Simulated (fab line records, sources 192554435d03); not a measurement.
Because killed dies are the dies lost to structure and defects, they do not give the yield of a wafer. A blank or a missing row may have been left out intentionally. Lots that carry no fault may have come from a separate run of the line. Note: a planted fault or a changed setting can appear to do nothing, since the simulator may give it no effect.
fab line records	flow n5_finfet
record: lots: 7	wafers: 21
route steps=1938 shown BEOL_M5@1161 BEOL_M6@1199 BEOL_M7@1289
start_h: start of the lot's first displayed wafer, in hours after the record's first day	wait_h: time in hours since the lot's previous step	" identical to the entry in the row above	L1.1+2: several wafers, shown together as one row	- either no value or no given start	* or withheld: withheld	< > ~ a bound
route shown NAME@n: NAME is a module with steps in the file, n the number in the route of the first one	usual: average and standard deviation across the fault-free wafers	same: alike in all rows	chamber/n: place in a boat	sites: per-site readings	_std_site: standard deviation across them	_edge_site: the outer-site mean with the inner-site mean subtracted	radius_mm: how far each site lies from the wafer's centre	mask NAME#n: copy n	behind: the most recent tool/chamber to have shaped the wafer	hold: what put the lot on hold/how long, in hours/how the hold closed	device: the n, p or np transistor that did not switch	end of line: at the end of the route, the tests of the same wafers	a step without rows: its recipe alone	killed: not the wafer's yield, but the dies lost to structure and defects at the first sort	map: the dies of a wafer, with x for killed, . for not killed, _ for no die there
set.NAME: the setting that was run; set.NAME@STEP: the one run at that earlier step	model.NAME: the simulator's own value behind a step, which no gauge read
lots run with intentionally changed settings; tables by step, rows by wafer
== steps ==
step: N5_BEOL_M5_ETCH_41
recipe: chemistry: CH3F/O2	target: SiCN	target_depth_a: 315	taper_deg: 2	time_s: 56.7	ion_energy_ev: 120	mask_material: TiN	pressure_mtorr: 30	source_w: 395	bias_w: 75	Ar_flow_sccm: 150	CH3F_flow_sccm: 30	O2_flow_sccm: 20
usual: rf_vpp_V: 297.3/1.6
lot.wafer	tool	chamber	start_h	wait_h	set.source_w	rf_vpp_V
L079.1	rie_diel-01	0	-	-	395	299.0
L079.3	"	2	"	"	395	297.6
L079.5	"	1	"	"	395	297.6
L082.2	rie_diel-04	0	-	-	420.6	294.5
L082.4	"	1	"	"	395	298.6
L082.5	"	1	"	"	420.6	293.1
L087.1	rie_diel-06	1	-	-	395	297.1
L087.3	"	3	"	"	395	295.4
L087.4	"	2	"	"	375	303.6
L091.3	rie_diel-06	2	-	-	395	296.6
L091.4	"	0	"	"	430.5	290.7
L091.5	"	0	"	"	430.5	289.6
L093.1	rie_diel-01	3	-	-	395	296.8
L093.2	"	0	"	"	395	297.6
L093.4	"	1	"	"	395	296.9
L094.1	rie_diel-04	0	-	-	450.5	287.9
L094.2	"	2	"	"	450.5	283.4
L094.6	"	2	"	"	395	296.1
L096.2	rie_diel-01	3	-	-	456.3	283.1
L096.4	"	1	"	"	456.3	284.2
L096.5	"	2	"	"	395	295.2
step: N5_BEOL_M5_STRIP_91
recipe: chemistry: N2/H2	time_s: 10	power_w: 450	temp_c: 40	pressure_mtorr: 20	rf_frequency_hz: 6e+07	bias_power_w: 7	n2_flow_sccm: 200	h2_flow_sccm: 200
step: N5_BEOL_M5_OCD_MEAS_38
usual: trench_depth_nm: 71.8/1.1
lot.wafer	tool	chamber	start_h	wait_h	set.time_s@BEOL_M5_TRENCH_ETCH_37	trench_depth_nm
L079.1	ocd-02	-	230.60	-	24.7	72.8
L079.3	"	-	"	"	24.7	72.1
L079.5	"	-	"	"	24.7	72.2
L082.2	ocd-02	-	250.23	-	24.7	71.4
L082.4	"	-	"	"	24.7	72.9
L082.5	"	-	"	"	24.7	73.5
L087.1	ocd-02	-	279.93	-	19.98	56.8
L087.3	"	-	"	"	24.7	70.4
L087.4	"	-	"	"	19.98	59.1
L091.3	ocd-01	-	307.13	-	24.7	73.8
L091.4	"	-	"	"	20.43	60.1
L091.5	"	-	"	"	24.7	72.6
L093.1	ocd-01	-	316.51	-	24.7	72.9
L093.2	"	-	"	"	23.06	66.7
L093.4	"	-	"	"	23.06	66.3
L094.1	ocd-02	-	318.85	-	29.16	85.3
L094.2	"	-	"	"	24.7	70.8
L094.6	"	-	"	"	29.16	83.7
L096.2	ocd-01	-	334.86	-	29.73	87.5
L096.4	"	-	"	"	24.7	70.8
L096.5	"	-	"	"	24.7	71.5
step: N5_BEOL_M5_HM_STRIP_39
recipe: chemistry: peroxide_tin_strip	material: TiN	target_depth_a: 250	temp_c: 50	time_s: 158
step: N5_BEOL_M5_SRD_40
recipe: time_s: 30	temp_c: 23	rinse_liquid: diw	dry: ipa_marangoni
step: N5_BEOL_M5_ECD_50
recipe: material: Cu	target_thk_a: 3000
step: N5_BEOL_M5_ANNEAL_51
recipe: temp_c: 225	time_s: 90	ambient: N2
step: N5_BEOL_M5_CMP_52
recipe: stop_on: SiCOH_lowk	t_overpolish_s: 6.9	down_force_psi: 1	platen_rpm: 50	clearing_platen_down_force_psi: 1.5	clearing_platen_rpm: 50	post_cmp_clean: cu_alkaline	target_thk_nm: 62	clearing_platen_pad_velocity_m_s: 0.99484	pad_velocity_m_s: 0.99484
lot.wafer	tool	chamber	start_h	wait_h	set.time_s@BEOL_M5_TRENCH_ETCH_37	model.Cu_of_BEOL_M5_ECD_50.thk_nm
L079.3	cmp-03	0	238.61	0.2	24.7	61.2
L079.1	"	2	"	"	24.7	62.4
L079.5	"	0	"	"	24.7	62.2
L082.4	cmp-03	1	257.98	0.1	24.7	62.6
L082.2	"	3	"	"	24.7	60.8
L082.5	"	1	"	"	24.7	62
L087.1	cmp-03	3	286.39	0.3	19.98	47.6
L087.4	"	0	"	"	19.98	48.2
L087.3	"	1	"	"	24.7	60
L091.3	cmp-03	3	313.25	0.2	24.7	63.6
L091.4	"	0	"	"	20.43	50.8
L091.5	"	3	"	"	24.7	63.8
L093.4	cmp-01	0	323.16	0.2	23.06	57
L093.2	"	1	"	"	23.06	56.2
L093.1	"	2	"	"	24.7	62.8
L094.1	cmp-01	2	325.60	0.3	29.16	75.2
L094.2	"	1	"	"	24.7	60.6
L094.6	"	3	"	"	29.16	75
L096.4	cmp-04	2	340.87	0.1	24.7	63.8
L096.2	"	1	"	"	29.73	78.4
L096.5	"	2	"	"	24.7	63.2
step: N5_BEOL_M5_THK_MEAS_53
recipe: thk_meas_gauge: xrf	reads: Cu_of_BEOL_M5_ECD_50
usual: M5_THK: 62.5/1.4
lot.wafer	tool	chamber	start_h	wait_h	set.time_s@BEOL_M5_TRENCH_ETCH_37	M5_THK[nm]
L079.1	film_metro-02	-	238.91	-	24.7	62.5
L079.3	"	-	"	"	24.7	61.0
L079.5	"	-	"	"	24.7	62.5
L082.2	film_metro-01	-	258.27	-	24.7	60.8
L082.4	"	-	"	"	24.7	62.8
L082.5	"	-	"	"	24.7	62.1
L087.1	film_metro-02	-	286.68	-	19.98	47.6
L087.3	"	-	"	"	24.7	60.4
L087.4	"	-	"	"	19.98	48.3
L091.3	film_metro-02	-	313.55	-	24.7	63.9
L091.4	"	-	"	"	20.43	51.1
L091.5	"	-	"	"	24.7	63.6
L093.1	film_metro-02	-	323.42	-	24.7	63.7
L093.2	"	-	"	"	23.06	56.9
L093.4	"	-	"	"	23.06	57.9
L094.1	film_metro-02	-	325.89	-	29.16	75.2
L094.2	"	-	"	"	24.7	60.2
L094.6	"	-	"	"	29.16	74.9
L096.2	film_metro-01	-	341.17	-	29.73	78.2
L096.4	"	-	"	"	24.7	63.8
L096.5	"	-	"	"	24.7	62.7
step: N5_BEOL_M5_DEP_56
recipe: material: SiCN	target_thk_a: 80	temp_c: withheld	precursor: 3MS/NH3	pressure_torr: 3	rf_w: 202	time_s: 14
lot.wafer	tool	chamber	start_h	wait_h	set.time_s	model.SiCN_of_BEOL_M5_DEP_56.thk_nm
L079.1+3	pecvd-03	2,0	239.10	0.0	14	8
L079.5	"	1	"	"	14	8.2
L082.2+5	pecvd-01	2	258.47	0.0	14	8.2
L082.4	"	1	"	"	14	8.4
L087.1	pecvd-02	1	286.90	0.0	12.95	7.4
L087.3	"	0	"	"	14	8
L087.4	"	0	"	"	14	8.2
L091.3	pecvd-01	2	313.74	0.0	14	7.8
L091.4	"	0	"	"	15.61	8.8
L091.5	"	1	"	"	15.61	9
L093.1+2	pecvd-02	1,2	323.62	0.0	12.45	7.2
L093.4	"	2	"	"	12.45	7
L094.1	pecvd-01	0	326.08	0.0	15.51	8.6
L094.2	"	1	"	"	14	8
L094.6	"	0	"	"	15.51	9
L096.2	pecvd-01	2	341.41	0.0	14	7.8
L096.4+5	"	1,0	"	"	14	8
step: N5_BEOL_M5_RS_MEAS_57
recipe: thk_meas_gauge: four-point-probe	reads: Co_of_BEOL_M5_CO_CAP_78+Cu_of_BEOL_M5_ECD_50+Co_of_BEOL_M5_CVD_47+TaN_of_BEOL_M5_ALD_86
usual: M5_RS: 0.385/0.01
lot.wafer	tool	chamber	start_h	wait_h	set.time_s@BEOL_M5_TRENCH_ETCH_37	M5_RS[ohm/sq]
L079.1	film_metro-02	-	239.17	0.0	24.7	0.383
L079.3	"	-	"	"	24.7	0.392
L079.5	"	-	"	"	24.7	0.385
L082.2	film_metro-02	-	258.53	0.1	24.7	0.394
L082.4	"	-	"	"	24.7	0.381
L082.5	"	-	"	"	24.7	0.386
L087.1	film_metro-02	-	286.96	0.0	19.98	0.536
L087.3	"	-	"	"	24.7	0.401
L087.4	"	-	"	"	19.98	0.526
L091.3	film_metro-02	-	313.81	0.1	24.7	0.373
L091.4	"	-	"	"	20.43	0.491
L091.5	"	-	"	"	24.7	0.373
L093.1	film_metro-02	-	323.68	0.0	24.7	0.380
L093.2	"	-	"	"	23.06	0.435
L093.4	"	-	"	"	23.06	0.427
L094.1	film_metro-02	-	326.15	0.0	29.16	0.306
L094.2	"	-	"	"	24.7	0.397
L094.6	"	-	"	"	29.16	0.307
L096.2	film_metro-01	-	341.48	0.1	29.73	0.291
L096.4	"	-	"	"	24.7	0.374
L096.5	"	-	"	"	24.7	0.377
step: N5_BEOL_M6_COAT_59
recipe: resist: SOC	temp_c: 250	time_s: 60	spin_rpm: 1500	resist_thk_nm: 100
lot.wafer	tool	chamber	start_h	wait_h	set.spin_rpm	model.SOC_of_BEOL_M6_COAT_59.thk_nm
L079.1+5	litho_track-05	0	240.98	0.1	1500	100
L079.3	"	0	"	"	1500	100.4
L082.2	litho_track-02	0	260.05	0.1	1500	100.2
L082.4	"	0	"	"	1500	100.4
L082.5	"	0	"	"	1500	100.6
L087.1+4	litho_track-04	0	289.17	0.1	1500	100.2
L087.3	"	0	"	"	1500	99.8
L091.3	litho_track-04	0	316.77	0.1	1500	100.2
L091.4	"	0	"	"	1620	96.4
L091.5	"	0	"	"	1500	100.6
L093.1+4	litho_track-04	0	325.48	0.1	1500	100
L093.2	"	0	"	"	1500	99.8
L094.1	litho_track-02	0	328.60	0.1	1364	105.4
L094.2+6	"	0	"	"	1500	100.2
L096.2	litho_track-05	0	344.29	0.1	1500	99.4
L096.4	"	0	"	"	1500	100.2
L096.5	"	0	"	"	1433	102.2
step: N5_BEOL_M6_COAT_60
recipe: resist: SiARC	temp_c: 220	time_s: 60	spin_rpm: 1500	resist_thk_nm: 35
step: N5_BEOL_M6_COAT_05
recipe: resist: CAR-ArF	spin_rpm: 1500	resist_thk_nm: 90
step: N5_BEOL_M6_DESCUM_16
recipe: chemistry: O2	time_s: 7.9	source_power_w: 50	bias_power_w: 20	pressure_mtorr: 20	rf_frequency_hz: 2.712e+07	temp_c: 40	resist: CAR-ArF	o2_flow_sccm: 225
step: N5_BEOL_M6_ETCH_61
recipe: chemistry: CF4	target: SiARC	target_depth_a: 455	mask_material: CAR-ArF	time_s: 75.8	ion_energy_ev: 80	pressure_mtorr: 40	source_w: 545	bias_w: 36	Ar_flow_sccm: 100	cf4_flow_sccm: 100	ends: cleared
step: N5_BEOL_M6_ETCH_62
recipe: chemistry: N2/H2	target: SOC	target_depth_a: 1100	overetch_a: 220	mask_material: SiARC	temp_c: 40	time_s: 165	ion_energy_ev: 200	pressure_mtorr: 30	source_w: 840	bias_w: 150	n2_flow_sccm: 200	h2_flow_sccm: 200
lot.wafer	tool	chamber	start_h	wait_h	set.spin_rpm@BEOL_M6_COAT_59	model.etch.depth_nm
L079.1	rie_diel-02	1	241.53	0.0	1500	100
L079.3	"	3	"	"	1500	100.3
L079.5	"	2	"	"	1500	99.96
L082.2	rie_diel-05	0	260.60	0.0	1500	100.2
L082.4	"	1	"	"	1500	100.4
L082.5	"	3	"	"	1500	100.6
L087.1+4	rie_diel-02	3,0	289.86	0.0	1500	100.1
L087.3	"	2	"	"	1500	99.85
L091.3	rie_diel-05	2	317.22	0.0	1500	100.2
L091.4	"	3	"	"	1620	96.34
L091.5	"	0	"	"	1500	100.6
L093.1	rie_diel-03	1	326.42	0.0	1500	100.1
L093.2	"	3	"	"	1500	99.88
L093.4	"	2	"	"	1500	99.9
L094.1	rie_diel-03	0	329.70	0.0	1364	105.3
L094.2+6	"	3,0	"	"	1500	100.2
L096.2	rie_diel-02	1	344.84	0.0	1500	99.45
L096.4	"	0	"	"	1500	100.1
L096.5	"	2	"	"	1433	102.1
step: N5_BEOL_M6_STRIP_68
recipe: chemistry: N2/H2	temp_c: 40	n2_flow_sccm: 200	h2_flow_sccm: 200	rf_frequency_hz: 6e+07
step: N5_BEOL_M6_STRIP_67
recipe: chemistry: CF4	resist: SiARC	power_w: 300	bias_power_w: 75	pressure_mtorr: 50	cf4_flow_sccm: 150	rf_frequency_hz: 6e+07
step: N5_BEOL_M6_HM_OPEN_17
recipe: chemistry: Cl2/BCl3	target_depth_a: 200	overetch_a: 60	target: TiN	mask_material: SOC	ion_energy_ev: 150	pressure_mtorr: 10	icp_w: 1000	bias_w: 126	Cl2_flow_sccm: 53.25	bcl3_flow_sccm: 21.75	Ar_flow_sccm: 25
lot.wafer	tool	chamber	start_h	wait_h	set.spin_rpm@BEOL_M6_COAT_59	model.SOC_of_BEOL_M6_COAT_59.thk_nm
L079.1+5	rie_metal-01	0,1	241.73	0.0	1500	92.2
L079.3	"	1	"	"	1500	92.4
L082.2	rie_metal-02	0	260.78	0.0	1500	92.2
L082.4	"	1	"	"	1500	92.4
L082.5	"	0	"	"	1500	92.6
L087.1+4	rie_metal-01	0	290.05	0.0	1500	92.2
L087.3	"	0	"	"	1500	92
L091.3	rie_metal-03	0	317.44	0.1	1500	92
L091.4	"	1	"	"	1620	88.4
L091.5	"	0	"	"	1500	92.6
L093.1+4	rie_metal-01	0,1	326.61	0.0	1500	92
L093.2	"	1	"	"	1500	91.8
L094.1	rie_metal-02	0	329.88	0.0	1364	97.2
L094.2+6	"	1,0	"	"	1500	92.2
L096.2	rie_metal-03	0	345.03	0.0	1500	91.4
L096.4	"	0	"	"	1500	92
L096.5	"	1	"	"	1433	94.2
step: N5_BEOL_M7_COAT_71
recipe: resist: underlayer	temp_c: 205	time_s: 60	spin_rpm: 1500	resist_thk_nm: 5
lot.wafer	tool	chamber	start_h	wait_h	set.spin_rpm
L079.1+3+5	litho_track-03	0	-	-	1500
L082.2+5	litho_track-01	0	-	-	1657
L082.4	"	0	"	"	1500
L087.1+3+4	litho_track-05	0	-	-	1500
L091.3+4	litho_track-05	0	-	-	1578
L091.5	"	0	"	"	1500
L093.1+2+4	litho_track-05	0	-	-	1500
L094.1+2+6	litho_track-03	0	-	-	1500
L096.2+5	litho_track-05	0	-	-	1500
L096.4	"	0	"	"	1594
step: N5_BEOL_M7_EXPOSE_25
recipe: mask_id: V6	na: 0.33	source_shape: annular	sigma_inner: 0.4	sigma_outer: 0.8	polarization: unpolarized	target_cd_nm: 40	dose_mj: 42.5
lot.wafer	tool	chamber	start_h	wait_h	mask	set.dose_mj
L079.1+3+5	euv_scanner-01	0	252.21	-	V6#0	42.5
L082.2+4	euv_scanner-01	0	273.59	-	V6#0	42.5
L082.5	"	0	"	"	V6#0	40.3
L087.1+3	euv_scanner-01	0	297.17	-	V6#0	42.5
L087.4	"	0	"	"	V6#0	40.15
L091.3+4+5	euv_scanner-01	0	327.70	-	V6#0	40.54
L093.1+2	euv_scanner-01	0	334.17	-	V6#0	40.56
L093.4	"	0	"	"	V6#0	42.5
L094.1+2+6	euv_scanner-02	0	337.37	-	V6#0	42.5
L096.2	euv_scanner-02	0	352.17	-	V6#0	41.26
L096.4+5	"	0	"	"	V6#0	42.5
step: N5_BEOL_M7_PEB_26
recipe: peb_temp_c: 100	peb_time_s: 60	resist: CAR-EUV
step: N5_BEOL_M7_DEVELOP_27
recipe: develop_time_s: 30	developer: TMAH	resist: CAR-EUV	rinse_liquid: surfactant_rinse	dry: air_spin	dev_temp_c: 23
step: N5_BEOL_M7_CD_MEAS_28
recipe: target_cd_nm: 40	landing_energy_ev: 500	detector: se_inlens
usual: cd_nm: 40.06/0.24
lot.wafer	tool	chamber	start_h	wait_h	set.dose_mj@BEOL_M7_EXPOSE_25	cd_nm
L079.1	cd_sem-02	0	252.34	-	42.5	39.83
L079.3	"	0	"	"	42.5	39.86
L079.5	"	0	"	"	42.5	39.82
L082.2	cd_sem-03	0	273.72	-	42.5	40.16
L082.4	"	0	"	"	42.5	40.43
L082.5	"	0	"	"	40.3	38.93
L087.1	cd_sem-01	0	297.30	-	42.5	39.63
L087.3	"	0	"	"	42.5	40.32
L087.4	"	0	"	"	40.15	38.83
L091.3	cd_sem-02	0	327.82	-	40.54	38.53
L091.4	"	0	"	"	40.54	38.90
L091.5	"	0	"	"	40.54	39.55
L093.1	cd_sem-03	0	334.30	-	40.56	39.28
L093.2	"	0	"	"	40.56	39.11
L093.4	"	0	"	"	42.5	40.19
L094.1	cd_sem-01	0	337.50	-	42.5	40.17
L094.2	"	0	"	"	42.5	40.23
L094.6	"	0	"	"	42.5	39.96
L096.2	cd_sem-02	0	352.30	-	41.26	39.52
L096.4	"	0	"	"	42.5	40.37
L096.5	"	0	"	"	42.5	40.11
step: N5_BEOL_M7_DESCUM_33
recipe: chemistry: O2	time_s: 7	source_power_w: 50	bias_power_w: 20	pressure_mtorr: 20	rf_frequency_hz: 2.712e+07	temp_c: 40	resist: CAR-EUV	o2_flow_sccm: 225
lot.wafer	tool	chamber	start_h	wait_h	set.dose_mj@BEOL_M7_EXPOSE_25	model.BEOL_M7.cd_nm
L079.1+3	rie_diel-04	3,1	252.47	0.0	42.5	40
L079.5	"	2	"	"	42.5	39.8
L082.2	rie_diel-06	1	273.84	0.0	42.5	40.2
L082.4	"	3	"	"	42.5	40
L082.5	"	3	"	"	40.3	38.8
L087.1+3	rie_diel-06	2,0	297.73	0.3	42.5	40
L087.4	"	1	"	"	40.15	38.8
L091.3	rie_diel-04	3	328.48	0.6	40.54	38.8
L091.4+5	"	2,0	"	"	40.54	39
L093.1+2	rie_diel-01	3,2	334.96	0.6	40.56	39
L093.4	"	1	"	"	42.5	40.2
L094.1+2	rie_diel-06	1,2	337.79	0.2	42.5	40.2
L094.6	"	0	"	"	42.5	40.4
L096.2	rie_diel-04	3	352.43	0.0	41.26	39.4
L096.4	"	1	"	"	42.5	40
L096.5	"	1	"	"	42.5	40.2
step: N5_BEOL_M7_ETCH_72
recipe: chemistry: N2/H2	target: underlayer	target_depth_a: 65	mask_material: CAR-EUV	time_s: 5.2	ion_energy_ev: 200	pressure_mtorr: 30	source_w: 840	bias_w: 150	n2_flow_sccm: 200	h2_flow_sccm: 200	ends: cleared
lot.wafer	tool	chamber	start_h	wait_h	set.spin_rpm@BEOL_M7_COAT_71	set.dose_mj@BEOL_M7_EXPOSE_25	model.BEOL_M7.cd_nm	model.etch.depth_nm
L079.1	rie_diel-04	3	252.50	0.0	1500	42.5	39.8	5.008
L079.3	"	1	"	"	1500	42.5	39.8	5.011
L079.5	"	2	"	"	1500	42.5	39.8	5.002
L082.2	rie_diel-06	1	273.88	0.0	1657	42.5	40	4.766
L082.4	"	3	"	"	1500	42.5	40	4.989
L082.5	"	3	"	"	1657	40.3	38.8	4.768
L087.1	rie_diel-06	2	297.76	0.0	1500	42.5	40	5.012
L087.3	"	0	"	"	1500	42.5	40	5.003
L087.4	"	1	"	"	1500	40.15	38.8	5.013
L091.3	rie_diel-04	3	328.52	0.0	1578	40.54	38.8	4.901
L091.4	"	2	"	"	1578	40.54	39.2	4.891
L091.5	"	0	"	"	1500	40.54	39	5.016
L093.1	rie_diel-01	3	334.99	0.0	1500	40.56	39	5.027
L093.2	"	2	"	"	1500	40.56	39	5.008
L093.4	"	1	"	"	1500	42.5	40.2	5.01
L094.1	rie_diel-06	1	337.83	0.0	1500	42.5	40.2	4.971
L094.2	"	2	"	"	1500	42.5	40.2	4.972
L094.6	"	0	"	"	1500	42.5	40.2	4.969
L096.2	rie_diel-04	3	352.46	0.0	1500	41.26	39.4	4.99
L096.4	"	1	"	"	1594	42.5	39.8	4.851
L096.5	"	1	"	"	1500	42.5	40	5.001
step: N5_BEOL_M7_ETCH_65
recipe: chemistry: CF4	target: SiARC	target_depth_a: 156	mask_material: CAR-EUV	time_s: 26	ion_energy_ev: 80	pressure_mtorr: 40	source_w: 545	bias_w: 36	Ar_flow_sccm: 100	cf4_flow_sccm: 100	ends: cleared
step: N5_BEOL_M7_ETCH_66
recipe: chemistry: N2/H2	target: SOC	target_depth_a: 800	overetch_a: 160	mask_material: SiARC	temp_c: 40	time_s: 120	ion_energy_ev: 200	pressure_mtorr: 30	source_w: 840	bias_w: 150	n2_flow_sccm: 200	h2_flow_sccm: 200
step: N5_BEOL_M7_STRIP_69
recipe: chemistry: N2/H2	temp_c: 40	n2_flow_sccm: 200	h2_flow_sccm: 200	rf_frequency_hz: 6e+07
step: N5_BEOL_M7_STRIP_73
recipe: chemistry: N2/H2	temp_c: 40	n2_flow_sccm: 200	h2_flow_sccm: 200	rf_frequency_hz: 6e+07
step: N5_BEOL_M7_VIA_ETCH_34
recipe: chemistry: C4F6/O2	target: SiCOH_lowk	target_depth_a: 1255	mask_material: SOC	taper_deg: 4	time_s: 50.5	ion_energy_ev: 250	pressure_mtorr: 30	source_w: 345	bias_w: 185	Ar_flow_sccm: 300	C4F6_flow_sccm: 10	O2_flow_sccm: 10
lot.wafer	tool	chamber	start_h	wait_h	set.dose_mj@BEOL_M7_EXPOSE_25	model.BEOL_M7.cd_nm
L079.1	rie_diel-04	3	252.65	0.0	42.5	39.8
L079.3+5	"	1,2	"	"	42.5	40
L082.2+4	rie_diel-06	1,3	274.02	0.0	42.5	39.8
L082.5	"	3	"	"	40.3	38.6
L087.1	rie_diel-06	2	297.91	0.0	42.5	40
L087.3	"	0	"	"	42.5	40.2
L087.4	"	1	"	"	40.15	38.8
L091.3	rie_diel-04	3	328.66	0.0	40.54	38.8
L091.4	"	2	"	"	40.54	39.2
L091.5	"	0	"	"	40.54	39
L093.1+2	rie_diel-01	3,2	335.14	0.0	40.56	38.8
L093.4	"	1	"	"	42.5	40.2
L094.1	rie_diel-06	1	337.97	0.0	42.5	40
L094.2+6	"	2,0	"	"	42.5	40.2
L096.2	rie_diel-04	3	352.61	0.0	41.26	39
L096.4	"	1	"	"	42.5	39.8
L096.5	"	1	"	"	42.5	40
== key ==
split: step: N5_BEOL_M5_ETCH_41	setting: source_w	stated: 395	by: wafer
response: step: N5_BEOL_M5_ETCH_41	reading: rf_vpp_V	change: -0.771	per: 1%	r: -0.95
split: step: N5_BEOL_M5_DEP_56	setting: time_s	stated: 14	by: wafer
response: step: N5_BEOL_M5_DEP_56	reading: model.SiCN_of_BEOL_M5_DEP_56.thk_nm	change: +0.087	per: 1%	r: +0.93
split: step: N5_BEOL_M6_COAT_59	setting: spin_rpm	stated: 1500	by: wafer
response: step: N5_BEOL_M6_COAT_59	reading: model.SOC_of_BEOL_M6_COAT_59.thk_nm	change: -0.541	per: 1%	r: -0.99
response: step: N5_BEOL_M6_ETCH_62	reading: model.etch.depth_nm	change: -0.536	per: 1%	r: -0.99
response: step: N5_BEOL_M6_HM_OPEN_17	reading: model.SOC_of_BEOL_M6_COAT_59.thk_nm	change: -0.528	per: 1%	r: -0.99
split: step: N5_BEOL_M7_COAT_71	setting: spin_rpm	stated: 1500	by: wafer
response: step: N5_BEOL_M7_ETCH_72	reading: model.etch.depth_nm	change: -0.022	per: 1%	r: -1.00
split: step: N5_BEOL_M7_EXPOSE_25	setting: dose_mj	stated: 42.5	by: wafer
response: step: N5_BEOL_M7_CD_MEAS_28	reading: cd_nm	change: +0.231	per: 1%	r: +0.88
response: step: N5_BEOL_M7_DESCUM_33	reading: model.BEOL_M7.cd_nm	change: +0.241	per: 1%	r: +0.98
response: step: N5_BEOL_M7_ETCH_72	reading: model.BEOL_M7.cd_nm	change: +0.228	per: 1%	r: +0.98
response: step: N5_BEOL_M7_VIA_ETCH_34	reading: model.BEOL_M7.cd_nm	change: +0.258	per: 1%	r: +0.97
split outside_this_file step=N5_BEOL_M5_TRENCH_ETCH_37 setting=time_s
split outside_this_file: this setting was split too, and the file shows its column; the key of that split is in another file
